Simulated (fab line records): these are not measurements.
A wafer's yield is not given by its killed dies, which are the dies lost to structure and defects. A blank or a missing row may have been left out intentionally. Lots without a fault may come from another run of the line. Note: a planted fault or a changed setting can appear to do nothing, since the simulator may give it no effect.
fab line records ; flow n5-finfet
record lots=7; wafers=21
route steps=1938 shown BEOL_M4@1059 BEOL_M7@1299 BEOL_M8@1368 BEOL_M10@1476
start-h: hours from the record's first day to the start of the lot's first wafer shown ; wait-h: how many hours have passed since the lot's step before this one ; " same as the row above ; L1.1+2: several wafers, shown together as one row ; - no value, or no start was given ; * or withheld: withheld ; < > ~ a bound
route shown NAME@n: NAME is a module with steps in the file, n the number in the route of the first one ; usual: the fault-free wafers' mean and standard deviation ; same: alike in all rows ; chamber/n: place in a boat ; sites: the reading at each site ; _std_site: the values' standard deviation ; _edge_site: the outer-site mean with the inner-site mean subtracted ; radius-mm: for every site, how far away it sits from the centre of the wafer ; mask NAME#n: copy n ; behind: tool/chamber where the wafer was last shaped ; hold: what put the lot on hold/how long, in hours/how the hold closed ; device: transistor that didn't switch, given as n, p or np ; end of line: tests of these same wafers at the route's end ; a step given without rows: its recipe and nothing more ; killed: dies lost to structure and defects at the first sort, not the wafer's yield ; map: shows each die of a wafer: x if killed, . if not, _ if none is there
set.NAME: setting as actually run; set.NAME@STEP: the setting as run at that earlier step ; model.NAME: the simulator's own value behind a step, which no gauge read
one table per step and one row per wafer, for lots whose settings were changed on purpose
## steps
# step N5_BEOL_M4_DESCUM_33
# recipe chemistry=O2; time-s=7; source-power-w=50; bias-power-w=20; pressure-mtorr=20; rf-frequency-hz=2.712e+07; temp-c=40; resist=CAR-EUV; o2-flow-sccm=225
lot.wafer;tool;chamber;start-h;wait-h;set.time-s;model.CAR-EUV_of_BEOL_M4_COAT_22.thk-nm
L079.1+2+5;rie-diel-06;0,3,0;182.27;0.1;7;26.2
L090.1;rie-diel-02;1;276.57;0.0;7;26
L090.3;rie-diel-02;0;276.57;0.0;5.55;26.8
L090.5;rie-diel-02;0;276.57;0.0;7;26.2
L088.2;rie-diel-02;3;281.29;0.0;7;26
L088.4;rie-diel-02;1;281.29;0.0;7;26.2
L088.6;rie-diel-02;3;281.29;0.0;8.563;25.2
L094.1;rie-diel-06;3;288.79;0.0;7;26.2
L094.4;rie-diel-06;2;288.79;0.0;7;26
L094.6;rie-diel-06;1;288.79;0.0;5.579;26.8
L096.1+6;rie-diel-06;2;292.28;0.0;7;26.2
L096.3;rie-diel-06;3;292.28;0.0;7.946;25.6
L092.1+3;rie-diel-06;3,2;294.41;0.0;6.239;26.6
L092.2;rie-diel-06;1;294.41;0.0;7;26
L095.1+6;rie-diel-05;2,3;301.41;0.0;7;26
L095.2;rie-diel-05;3;301.41;0.0;7;25.8
# step N5_BEOL_M4_ETCH_77
# recipe chemistry=N2/H2; target=underlayer; target-depth-a=65; mask-material=CAR-EUV; time-s=5.2; ion-energy-ev=200; pressure-mtorr=30; source-w=840; bias-w=150; n2-flow-sccm=200; h2-flow-sccm=200; ends=cleared
lot.wafer;tool;chamber;start-h;wait-h;set.time-s@BEOL_M4_DESCUM_33;model.CAR-EUV_of_BEOL_M4_COAT_22.thk-nm
L079.1+2+5;rie-diel-06;0,3,0;182.30;0.0;7;20.4
L090.1+5;rie-diel-02;1,0;276.61;0.0;7;20.4
L090.3;rie-diel-02;0;276.61;0.0;5.55;21.2
L088.2+4;rie-diel-02;3,1;281.32;0.0;7;20.4
L088.6;rie-diel-02;3;281.32;0.0;8.563;19.4
L094.1+4;rie-diel-06;3,2;288.82;0.0;7;20.4
L094.6;rie-diel-06;1;288.82;0.0;5.579;21.2
L096.1+6;rie-diel-06;2;292.32;0.0;7;20.4
L096.3;rie-diel-06;3;292.32;0.0;7.946;20
L092.1+3;rie-diel-06;3,2;294.45;0.0;6.239;20.8
L092.2;rie-diel-06;1;294.45;0.0;7;20.4
L095.1+2+6;rie-diel-05;2,3,3;301.44;0.0;7;20.2
# step N5_BEOL_M4_ETCH_69
# recipe chemistry=CF4; target=SiARC; target-depth-a=156; mask-material=CAR-EUV; time-s=26; ion-energy-ev=80; pressure-mtorr=40; source-w=545; bias-w=36; Ar_flow_sccm=100; cf4-flow-sccm=100; ends=cleared
lot.wafer;tool;chamber;start-h;wait-h;set.time-s@BEOL_M4_DESCUM_33;model.CAR-EUV_of_BEOL_M4_COAT_22.thk-nm
L079.1+2+5;rie-diel-06;0,3,0;182.32;0.0;7;11.2
L090.1;rie-diel-02;1;276.63;0.0;7;11
L090.3;rie-diel-02;0;276.63;0.0;5.55;12
L090.5;rie-diel-02;0;276.63;0.0;7;11.2
L088.2+4;rie-diel-02;3,1;281.34;0.0;7;11.2
L088.6;rie-diel-02;3;281.34;0.0;8.563;10.2
L094.1+4;rie-diel-06;3,2;288.84;0.0;7;11.2
L094.6;rie-diel-06;1;288.84;0.0;5.579;12
L096.1;rie-diel-06;2;292.34;0.0;7;11.2
L096.3;rie-diel-06;3;292.34;0.0;7.946;10.8
L096.6;rie-diel-06;2;292.34;0.0;7;11.4
L092.1+3;rie-diel-06;3,2;294.47;0.0;6.239;11.6
L092.2;rie-diel-06;1;294.47;0.0;7;11.2
L095.1+2;rie-diel-05;2,3;301.46;0.0;7;11
L095.6;rie-diel-05;3;301.46;0.0;7;11.2
# step N5_BEOL_M4_ALD_98
# recipe material=SiO2; target-thk-a=25; temp-c=100; ald-precursor-family=BDEAS; ald-co-reactant=O2-plasma; pulse-time-s=1; co-reactant-pulse-time-s=1; purge-time-s=2; co-reactant-purge-time-s=2; ald-cycles=17; pressure-torr=2
# step N5_BEOL_M4_ETCHBACK_99
# recipe chemistry=CHF3; target=SiO2; target-depth-a=50; time-s=10.4; source-w=215; bias-w=47; Ar_flow_sccm=200; CHF3_flow_sccm=12; ion-energy-ev=100; pressure-mtorr=30
lot.wafer;tool;chamber;start-h;wait-h;set.time-s@BEOL_M4_DESCUM_33;model.CAR-EUV_of_BEOL_M4_COAT_22.thk-nm
L079.1+5;rie-diel-05;2;190.97;8.5;7;10.6
L079.2;rie-diel-05;3;190.97;8.5;7;10.4
L088.2+4;rie-diel-02;3,0;283.42;1.7;7;10.4
L088.6;rie-diel-02;0;283.42;1.7;8.563;9.6
L094.1+4;rie-diel-02;0,3;290.73;1.8;7;10.4
L094.6;rie-diel-02;0;290.73;1.8;5.579;11.2
L090.1;rie-diel-06;3;297.98;21.1;7;10.4
L090.3;rie-diel-06;1;297.98;21.1;5.55;11.2
L090.5;rie-diel-06;2;297.98;21.1;7;10.6
L096.1+6;rie-diel-06;0,3;307.33;14.8;7;10.6
L096.3;rie-diel-06;3;307.33;14.8;7.946;10
L092.1;rie-diel-02;3;312.80;18.2;6.239;11
L092.2;rie-diel-02;0;312.80;18.2;7;10.4
L092.3;rie-diel-02;2;312.80;18.2;6.239;10.8
L095.1+6;rie-diel-06;3;312.84;11.1;7;10.4
L095.2;rie-diel-06;1;312.84;11.1;7;10.2
# step N5_BEOL_M4_TRENCH_ETCH_37
# recipe chemistry=C4F6/O2; target-depth-a=555.55; target=SiOC; time-s=29.2; ion-energy-ev=250; pressure-mtorr=30; source-w=355; bias-w=185; Ar_flow_sccm=300; C4F6_flow_sccm=10; O2_flow_sccm=10
# usual rf-vpp-V=672/12
lot.wafer;tool;chamber;start-h;wait-h;set.source-w;rf-vpp-V;model.BEOL_M4.feature-depth-nm;model.etch.depth-nm
L079.1;rie-diel-05;2;-;-;355;664;54.8;54.88
L079.2;rie-diel-05;3;-;-;355;676;55.2;55.16
L079.5;rie-diel-05;2;-;-;355;663;54.6;54.54
L088.2;rie-diel-02;3;-;-;312.4;705;52.4;52.48
L088.4;rie-diel-02;0;-;-;355;688;55.8;55.89
L088.6;rie-diel-02;0;-;-;355;689;56.2;56.17
L094.1;rie-diel-02;0;-;-;298.4;754;51.8;51.83
L094.4;rie-diel-02;3;-;-;355;661;54.8;54.78
L094.6;rie-diel-02;0;-;-;355;689;55.4;55.38
L090.1;rie-diel-06;3;-;-;355;666;54.8;54.87
L090.3;rie-diel-06;1;-;-;391.6;654;56.6;56.65
L090.5;rie-diel-06;2;-;-;391.6;644;55;54.98
L096.1;rie-diel-06;0;-;-;385.8;630;58.2;58.23
L096.3;rie-diel-06;3;-;-;385.8;641;56.4;56.4
L096.6;rie-diel-06;3;-;-;355;668;54.6;54.61
L092.1;rie-diel-02;3;-;-;355;660;54.8;54.7
L092.2;rie-diel-02;0;-;-;355;688;55;55.01
L092.3;rie-diel-02;2;-;-;300.6;733;51.8;51.7
L095.1;rie-diel-06;3;-;-;355;669;54.4;54.38
L095.2;rie-diel-06;1;-;-;355;688;54.6;54.67
L095.6;rie-diel-06;3;-;-;355;668;54.2;54.2
# step N5_BEOL_M4_ETCH_41
# recipe chemistry=CH3F/O2; target=SiCN; target-depth-a=299; taper-deg=2; time-s=52.5; ion-energy-ev=120; mask-material=TiN; pressure-mtorr=30; source-w=395; bias-w=75; Ar_flow_sccm=150; CH3F_flow_sccm=30; O2_flow_sccm=20
# step N5_BEOL_M4_STRIP_97
# recipe chemistry=N2/H2; time-s=10; power-w=450; temp-c=40; pressure-mtorr=20; rf-frequency-hz=6e+07; bias-power-w=7; n2-flow-sccm=200; h2-flow-sccm=200
# step N5_BEOL_M4_OCD_MEAS_38
# usual trench-depth-nm=55.1/1
lot.wafer;tool;chamber;start-h;wait-h;set.source-w@BEOL_M4_TRENCH_ETCH_37;trench-depth-nm
L079.1;ocd-02;-;191.38;-;355;54.9
L079.2;ocd-02;-;191.38;-;355;54.9
L079.5;ocd-02;-;191.38;-;355;54.2
L088.2;ocd-01;-;283.82;-;312.4;52.5
L088.4;ocd-01;-;283.82;-;355;56.1
L088.6;ocd-01;-;283.82;-;355;56.2
L094.1;ocd-01;-;291.12;-;298.4;51.5
L094.4;ocd-01;-;291.12;-;355;54.3
L094.6;ocd-01;-;291.12;-;355;55.4
L090.1;ocd-02;-;298.38;-;355;54.4
L090.3;ocd-02;-;298.38;-;391.6;57.0
L090.5;ocd-02;-;298.38;-;391.6;54.9
L096.1;ocd-01;-;307.91;-;385.8;58.0
L096.3;ocd-01;-;307.91;-;385.8;56.3
L096.6;ocd-01;-;307.91;-;355;54.4
L092.1;ocd-02;-;313.20;-;355;55.0
L092.2;ocd-02;-;313.20;-;355;55.1
L092.3;ocd-02;-;313.20;-;300.6;52.1
L095.1;ocd-02;-;313.24;-;355;54.6
L095.2;ocd-02;-;313.24;-;355;55.0
L095.6;ocd-02;-;313.24;-;355;54.3
# step N5_BEOL_M4_SPUTTER_79
# recipe material=Cu; target-thk-a=45; temp-c=-20; chamber-pressure-pa=0.07; power-w=withheld; time-s=8.29
lot.wafer;tool;chamber;start-h;wait-h;set.time-s
L079.1+2;pvd-sputter-03;-;194.54;0.1;9.379
L079.5;pvd-sputter-03;-;194.54;0.1;8.29
L088.2+4;pvd-sputter-02;-;285.53;0.1;8.29
L088.6;pvd-sputter-02;-;285.53;0.1;9.444
L094.1;pvd-sputter-01;-;293.47;0.1;7.646
L094.4+6;pvd-sputter-01;-;293.47;0.1;8.29
L090.1+5;pvd-sputter-02;-;300.18;0.1;9.264
L090.3;pvd-sputter-02;-;300.18;0.1;8.29
L096.1;pvd-sputter-03;-;310.97;0.1;8.29
L096.3+6;pvd-sputter-03;-;310.97;0.1;7.198
L095.1+2+6;pvd-sputter-01;-;314.98;0.1;8.29
L092.1+2+3;pvd-sputter-03;-;316.07;0.1;8.29
# step N5_BEOL_M4_ANNEAL_80
# recipe temp-c=400; time-s=240; ambient=vacuum
# step N5_BEOL_M4_SPUTTER_81
# recipe material=Cu; target-thk-a=45; temp-c=-20; chamber-pressure-pa=0.07; power-w=withheld; time-s=8.29
# step N5_BEOL_M4_ECD_50
# recipe material=Cu; target-thk-a=3000
# step N5_BEOL_M4_ANNEAL_51
# recipe temp-c=225; time-s=90; ambient=N2
# step N5_BEOL_M4_CMP_52
# recipe stop-on=SiOC; t-overpolish-s=6.8; down-force-psi=1; platen-rpm=50; clearing-platen-down-force-psi=1.5; clearing-platen-rpm=50; post-cmp-clean=cu-alkaline; target-thk-nm=40; clearing-platen-pad-velocity-m-s=0.99484; pad-velocity-m-s=0.99484
lot.wafer;tool;chamber;start-h;wait-h;set.source-w@BEOL_M4_TRENCH_ETCH_37;model.Cu_of_BEOL_M4_ECD_50.thk-nm
L079.2+1+5;cmp-02;2,0,1;196.62;0.2;355;-
L088.4;cmp-02;1;287.59;0.1;355;39
L088.2;cmp-02;3;287.59;0.1;312.4;38
L088.6;cmp-02;2;287.59;0.1;355;-
L094.4;cmp-02;0;295.54;0.2;355;39.4
L094.1;cmp-02;2;295.54;0.2;298.4;-
L094.6;cmp-02;3;295.54;0.2;355;-
L090.1;cmp-03;1;302.39;0.3;355;-
L090.3+5;cmp-03;2,1;302.39;0.3;391.6;-
L096.3;cmp-04;0;313.04;0.2;385.8;-
L096.1;cmp-04;1;313.04;0.2;385.8;43.4
L096.6;cmp-04;3;313.04;0.2;355;-
L095.2;cmp-02;1;317.03;0.2;355;37
L095.1;cmp-02;2;317.03;0.2;355;38.4
L095.6;cmp-02;1;317.03;0.2;355;37.6
L092.3;cmp-02;0;318.10;0.2;300.6;36.4
L092.1;cmp-02;1;318.10;0.2;355;39
L092.2;cmp-02;2;318.10;0.2;355;39.8
# step N5_BEOL_M7_DESCUM_33
# recipe chemistry=O2; time-s=7; source-power-w=50; bias-power-w=20; pressure-mtorr=20; rf-frequency-hz=2.712e+07; temp-c=40; resist=CAR-EUV; o2-flow-sccm=225
lot.wafer;tool;chamber;start-h;wait-h;set.time-s;model.CAR-EUV_of_BEOL_M7_COAT_22.thk-nm
L079.1+5;rie-diel-03;0,1;232.35;0.0;7;26.2
L079.2;rie-diel-03;1;232.35;0.0;5.639;26.8
L088.2+6;rie-diel-03;0;316.17;0.3;7;26.2
L088.4;rie-diel-03;1;316.17;0.3;7;26
L094.1;rie-diel-04;1;322.61;0.1;7;26
L094.4+6;rie-diel-04;3,1;322.61;0.1;6.476;26.4
L090.1+5;rie-diel-04;1,0;329.64;0.0;5.91;26.6
L090.3;rie-diel-04;2;329.64;0.0;7;26.2
L096.1+6;rie-diel-01;3;339.32;0.0;7;26.2
L096.3;rie-diel-01;0;339.32;0.0;5.691;27
L092.1+3;rie-diel-01;2,0;341.98;0.2;5.88;26.6
L092.2;rie-diel-01;1;341.98;0.2;7;26
L095.1+2;rie-diel-01;2,3;346.33;0.1;7;26.2
L095.6;rie-diel-01;0;346.33;0.1;7;26
# step N5_BEOL_M7_ETCH_72
# recipe chemistry=N2/H2; target=underlayer; target-depth-a=65; mask-material=CAR-EUV; time-s=5.2; ion-energy-ev=200; pressure-mtorr=30; source-w=840; bias-w=150; n2-flow-sccm=200; h2-flow-sccm=200; ends=cleared
lot.wafer;tool;chamber;start-h;wait-h;set.time-s@BEOL_M7_DESCUM_33;model.CAR-EUV_of_BEOL_M7_COAT_22.thk-nm
L079.1+5;rie-diel-03;0,1;232.38;0.0;7;20.4
L079.2;rie-diel-03;1;232.38;0.0;5.639;21
L088.2+4+6;rie-diel-03;0,1,0;316.20;0.0;7;20.4
L094.1;rie-diel-04;1;322.65;0.0;7;20.2
L094.4;rie-diel-04;3;322.65;0.0;6.476;20.8
L094.6;rie-diel-04;1;322.65;0.0;6.476;20.6
L090.1+5;rie-diel-04;1,0;329.67;0.0;5.91;20.8
L090.3;rie-diel-04;2;329.67;0.0;7;20.6
L096.1;rie-diel-01;3;339.35;0.0;7;20.6
L096.3;rie-diel-01;0;339.35;0.0;5.691;21.2
L096.6;rie-diel-01;3;339.35;0.0;7;20.4
L092.1;rie-diel-01;2;342.02;0.0;5.88;21
L092.2;rie-diel-01;1;342.02;0.0;7;20.4
L092.3;rie-diel-01;0;342.02;0.0;5.88;20.8
L095.1+2;rie-diel-01;2,3;346.36;0.0;7;20.4
L095.6;rie-diel-01;0;346.36;0.0;7;20.2
# step N5_BEOL_M7_VIA_ETCH_34
# recipe chemistry=C4F6/O2; target=SiCOH_lowk; target-depth-a=1255; mask-material=SOC; taper-deg=4; time-s=50.5; ion-energy-ev=250; pressure-mtorr=30; source-w=345; bias-w=185; Ar_flow_sccm=300; C4F6_flow_sccm=10; O2_flow_sccm=10
# usual rf-vpp-V=665/16
lot.wafer;tool;chamber;start-h;wait-h;set.source-w;rf-vpp-V
L079.1;rie-diel-03;0;232.53;0.0;345;663
L079.2;rie-diel-03;1;232.53;0.0;291.9;713
L079.5;rie-diel-03;1;232.53;0.0;291.9;714
L088.2;rie-diel-03;0;316.35;0.0;317.8;689
L088.4;rie-diel-03;1;316.35;0.0;345;653
L088.6;rie-diel-03;0;316.35;0.0;317.8;690
L094.1;rie-diel-04;1;322.79;0.0;345;673
L094.4;rie-diel-04;3;322.79;0.0;345;686
L094.6;rie-diel-04;1;322.79;0.0;345;674
L090.1;rie-diel-04;1;329.82;0.0;345;673
L090.3;rie-diel-04;2;329.82;0.0;345;681
L090.5;rie-diel-04;0;329.82;0.0;345;684
L096.1;rie-diel-01;3;339.50;0.0;345;649
L096.3;rie-diel-01;0;339.50;0.0;345;664
L096.6;rie-diel-01;3;339.50;0.0;345;649
L092.1;rie-diel-01;2;342.16;0.0;345;675
L092.2;rie-diel-01;1;342.16;0.0;386.4;632
L092.3;rie-diel-01;0;342.16;0.0;386.4;627
L095.1;rie-diel-01;2;346.51;0.0;345;674
L095.2;rie-diel-01;3;346.51;0.0;345;650
L095.6;rie-diel-01;0;346.51;0.0;345;664
# step N5_BEOL_M8_DESCUM_33
# recipe chemistry=O2; time-s=7; source-power-w=50; bias-power-w=20; pressure-mtorr=20; rf-frequency-hz=2.712e+07; temp-c=40; resist=CAR-EUV; o2-flow-sccm=225
lot.wafer;tool;chamber;start-h;wait-h;set.time-s;model.CAR-EUV_of_BEOL_M8_COAT_22.thk-nm
L079.1;rie-diel-05;3;241.91;0.1;7.401;26
L079.2;rie-diel-05;1;241.91;0.1;7;26
L079.5;rie-diel-05;1;241.91;0.1;7.401;25.8
L088.2;rie-diel-02;0;325.66;0.0;7.782;25.8
L088.4;rie-diel-02;2;325.66;0.0;7.782;25.6
L088.6;rie-diel-02;1;325.66;0.0;7;26
L094.1+6;rie-diel-05;0,1;333.04;0.0;5.771;26.8
L094.4;rie-diel-05;1;333.04;0.0;7;26
L090.1+5;rie-diel-05;1,0;339.86;0.5;7;26.2
L090.3;rie-diel-05;3;339.86;0.5;8.491;25.6
L096.1;rie-diel-02;0;346.16;0.0;6.261;26.4
L096.3+6;rie-diel-02;2;346.16;0.0;7;26.2
L092.1+2+3;rie-diel-06;1,0,2;351.01;0.1;7;26.2
L095.1+2+6;rie-diel-02;1,3,2;355.48;0.0;7;26.2
# step N5_BEOL_M8_ETCH_72
# recipe chemistry=N2/H2; target=underlayer; target-depth-a=65; mask-material=CAR-EUV; time-s=5.2; ion-energy-ev=200; pressure-mtorr=30; source-w=840; bias-w=150; n2-flow-sccm=200; h2-flow-sccm=200; ends=cleared
lot.wafer;tool;chamber;start-h;wait-h;set.time-s@BEOL_M8_DESCUM_33;model.CAR-EUV_of_BEOL_M8_COAT_22.thk-nm
L079.1+5;rie-diel-05;3,1;241.95;0.0;7.401;20.2
L079.2;rie-diel-05;1;241.95;0.0;7;20.4
L088.2+4;rie-diel-02;0,2;325.69;0.0;7.782;20
L088.6;rie-diel-02;1;325.69;0.0;7;20.2
L094.1;rie-diel-05;0;333.08;0.0;5.771;21
L094.4;rie-diel-05;1;333.08;0.0;7;20.4
L094.6;rie-diel-05;1;333.08;0.0;5.771;21.2
L090.1;rie-diel-05;1;339.90;0.0;7;20.6
L090.3;rie-diel-05;3;339.90;0.0;8.491;19.8
L090.5;rie-diel-05;0;339.90;0.0;7;20.4
L096.1;rie-diel-02;0;346.20;0.0;6.261;20.8
L096.3+6;rie-diel-02;2;346.20;0.0;7;20.4
L092.1+2+3;rie-diel-06;1,0,2;351.04;0.0;7;20.6
L095.1+2+6;rie-diel-02;1,3,2;355.51;0.0;7;20.4
# step N5_BEOL_M10_COAT_60
# recipe resist=SiARC; temp-c=220; time-s=60; spin-rpm=1500; resist-thk-nm=30
lot.wafer;tool;chamber;start-h;wait-h;set.spin-rpm;model.SiARC_of_BEOL_M10_COAT_60.thk-nm
L079.1;litho-track-05;0;-;-;1573;29.4
L079.2+5;litho-track-05;0;-;-;1500;30.2
L088.2;litho-track-03;0;-;-;1591;29.4
L088.4;litho-track-03;0;-;-;1500;30
L088.6;litho-track-03;0;-;-;1500;30.2
L094.1+4;litho-track-03;0;-;-;1500;30
L094.6;litho-track-03;0;-;-;1637;28.8
L090.1+3;litho-track-05;0;-;-;1634;28.8
L090.5;litho-track-05;0;-;-;1500;30
L096.1+6;litho-track-04;0;-;-;1648;28.8
L096.3;litho-track-04;0;-;-;1500;30.2
L092.1+2+3;litho-track-04;0;-;-;1500;30
L095.1+2+6;litho-track-05;0;-;-;1500;30
# step N5_BEOL_M10_DESCUM_16
# recipe chemistry=O2; time-s=7.9; source-power-w=50; bias-power-w=20; pressure-mtorr=20; rf-frequency-hz=2.712e+07; temp-c=40; resist=CAR-ArF; o2-flow-sccm=225
lot.wafer;tool;chamber;start-h;wait-h;set.time-s
L079.1+2;rie-diel-02;3,1;256.03;0.1;7.9
L079.5;rie-diel-02;1;256.03;0.1;8.866
L088.2+6;rie-diel-06;0,2;337.86;0.0;7.9
L088.4;rie-diel-06;3;337.86;0.0;7.146
L094.1+4+6;rie-diel-06;3,2,0;347.63;0.1;7.9
L090.1+3+5;rie-diel-05;3,1,3;356.80;0.0;7.9
L096.1+3+6;rie-diel-02;0,2,1;365.36;0.2;7.9
L092.1;rie-diel-02;0;365.72;0.0;7.9
L092.2+3;rie-diel-02;1,3;365.72;0.0;7.04
L095.1+2+6;rie-diel-02;0,1,0;370.42;0.1;7.9
# step N5_BEOL_M10_ETCH_61
# recipe chemistry=CF4; target=SiARC; target-depth-a=390; mask-material=CAR-ArF; time-s=65; ion-energy-ev=80; pressure-mtorr=40; source-w=545; bias-w=36; Ar_flow_sccm=100; cf4-flow-sccm=100; ends=cleared
lot.wafer;tool;chamber;start-h;wait-h;set.spin-rpm@BEOL_M10_COAT_60;model.CAR-ArF_of_BEOL_M10_COAT_05.thk-nm;model.etch.depth-nm
L079.1;rie-diel-02;3;256.07;0.0;1573;56;29.38
L079.2;rie-diel-02;1;256.07;0.0;1500;55.4;30.14
L079.5;rie-diel-02;1;256.07;0.0;1500;54.8;30.12
L088.2;rie-diel-06;0;337.90;0.0;1591;56.2;29.35
L088.4;rie-diel-06;3;337.90;0.0;1500;56.2;30.06
L088.6;rie-diel-06;2;337.90;0.0;1500;55.6;30.15
L094.1;rie-diel-06;3;347.66;0.0;1500;55.4;30.08
L094.4;rie-diel-06;2;347.66;0.0;1500;55.6;30.07
L094.6;rie-diel-06;0;347.66;0.0;1637;56.4;28.72
L090.1;rie-diel-05;3;356.84;0.0;1634;57.2;28.78
L090.3;rie-diel-05;1;356.84;0.0;1634;57;28.82
L090.5;rie-diel-05;3;356.84;0.0;1500;55.6;30.05
L096.1;rie-diel-02;0;365.39;0.0;1648;56.6;28.77
L096.3;rie-diel-02;2;365.39;0.0;1500;55.4;30.15
L096.6;rie-diel-02;1;365.39;0.0;1648;56.8;28.77
L092.1;rie-diel-02;0;365.76;0.0;1500;56;29.97
L092.2+3;rie-diel-02;1,3;365.76;0.0;1500;56.2;29.98
L095.1;rie-diel-02;0;370.45;0.0;1500;55.8;30.01
L095.2;rie-diel-02;1;370.45;0.0;1500;55.6;30.06
L095.6;rie-diel-02;0;370.45;0.0;1500;55.6;30.03
# step N5_BEOL_M10_ETCH_62
# recipe chemistry=N2/H2; target=SOC; target-depth-a=1100; overetch-a=220; mask-material=SiARC; temp-c=40; time-s=165; ion-energy-ev=200; pressure-mtorr=30; source-w=840; bias-w=150; n2-flow-sccm=200; h2-flow-sccm=200
lot.wafer;tool;chamber;start-h;wait-h;set.spin-rpm@BEOL_M10_COAT_60;model.SiARC_of_BEOL_M10_COAT_60.thk-nm
L079.1;rie-diel-02;3;256.12;0.0;1573;22.8
L079.2+5;rie-diel-02;1;256.12;0.0;1500;23.8
L088.2;rie-diel-06;0;337.95;0.0;1591;23
L088.4+6;rie-diel-06;3,2;337.95;0.0;1500;23.8
L094.1+4;rie-diel-06;3,2;347.71;0.0;1500;23.8
L094.6;rie-diel-06;0;347.71;0.0;1637;22.4
L090.1+3;rie-diel-05;3,1;356.89;0.0;1634;22.4
L090.5;rie-diel-05;3;356.89;0.0;1500;23.6
L096.1;rie-diel-02;0;365.44;0.0;1648;22
L096.3;rie-diel-02;2;365.44;0.0;1500;23.8
L096.6;rie-diel-02;1;365.44;0.0;1648;22.4
L092.1;rie-diel-02;0;365.81;0.0;1500;23.2
L092.2;rie-diel-02;1;365.81;0.0;1500;23.6
L092.3;rie-diel-02;3;365.81;0.0;1500;23
L095.1+6;rie-diel-02;0;370.50;0.0;1500;23.2
L095.2;rie-diel-02;1;370.50;0.0;1500;23.8
## key
split step=N5_BEOL_M4_DESCUM_33; setting=time-s; stated=7; by=wafer
response step=N5_BEOL_M4_DESCUM_33; reading=model.CAR-EUV_of_BEOL_M4_COAT_22.thk-nm; change=-0.0387; per=1%; r=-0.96
response step=N5_BEOL_M4_ETCH_77; reading=model.CAR-EUV_of_BEOL_M4_COAT_22.thk-nm; change=-0.0396; per=1%; r=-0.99
response step=N5_BEOL_M4_ETCH_69; reading=model.CAR-EUV_of_BEOL_M4_COAT_22.thk-nm; change=-0.0416; per=1%; r=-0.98
response step=N5_BEOL_M4_ETCHBACK_99; reading=model.CAR-EUV_of_BEOL_M4_COAT_22.thk-nm; change=-0.0379; per=1%; r=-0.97
split step=N5_BEOL_M4_TRENCH_ETCH_37; setting=source-w; stated=355; by=wafer
response step=N5_BEOL_M4_TRENCH_ETCH_37; reading=rf-vpp-V; change=-3.45; per=1%; r=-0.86
response step=N5_BEOL_M4_TRENCH_ETCH_37; reading=model.BEOL_M4.feature-depth-nm; change=+0.217; per=1%; r=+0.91
response step=N5_BEOL_M4_TRENCH_ETCH_37; reading=model.etch.depth-nm; change=+0.216; per=1%; r=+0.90
response step=N5_BEOL_M4_OCD_MEAS_38; reading=trench-depth-nm; change=+0.223; per=1%; r=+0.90
response step=N5_BEOL_M4_CMP_52; reading=model.Cu_of_BEOL_M4_ECD_50.thk-nm; change=+0.16; per=1%; r=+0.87
split step=N5_BEOL_M4_SPUTTER_79; setting=time-s; stated=8.29; by=wafer
response none clear
split step=N5_BEOL_M7_DESCUM_33; setting=time-s; stated=7; by=wafer
response step=N5_BEOL_M7_DESCUM_33; reading=model.CAR-EUV_of_BEOL_M7_COAT_22.thk-nm; change=-0.0354; per=1%; r=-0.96
response step=N5_BEOL_M7_ETCH_72; reading=model.CAR-EUV_of_BEOL_M7_COAT_22.thk-nm; change=-0.0309; per=1%; r=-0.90
split step=N5_BEOL_M7_VIA_ETCH_34; setting=source-w; stated=345; by=wafer
response step=N5_BEOL_M7_VIA_ETCH_34; reading=rf-vpp-V; change=-3.62; per=1%; r=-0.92
split step=N5_BEOL_M8_DESCUM_33; setting=time-s; stated=7; by=wafer
response step=N5_BEOL_M8_DESCUM_33; reading=model.CAR-EUV_of_BEOL_M8_COAT_22.thk-nm; change=-0.0319; per=1%; r=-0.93
response step=N5_BEOL_M8_ETCH_72; reading=model.CAR-EUV_of_BEOL_M8_COAT_22.thk-nm; change=-0.0338; per=1%; r=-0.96
split step=N5_BEOL_M10_COAT_60; setting=spin-rpm; stated=1500; by=wafer
response step=N5_BEOL_M10_COAT_60; reading=model.SiARC_of_BEOL_M10_COAT_60.thk-nm; change=-0.136; per=1%; r=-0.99
response step=N5_BEOL_M10_ETCH_61; reading=model.CAR-ArF_of_BEOL_M10_COAT_05.thk-nm; change=+0.127; per=1%; r=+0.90
response step=N5_BEOL_M10_ETCH_61; reading=model.etch.depth-nm; change=-0.141; per=1%; r=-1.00
response step=N5_BEOL_M10_ETCH_62; reading=model.SiARC_of_BEOL_M10_COAT_60.thk-nm; change=-0.153; per=1%; r=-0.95
split step=N5_BEOL_M10_DESCUM_16; setting=time-s; stated=7.9; by=wafer
response none clear
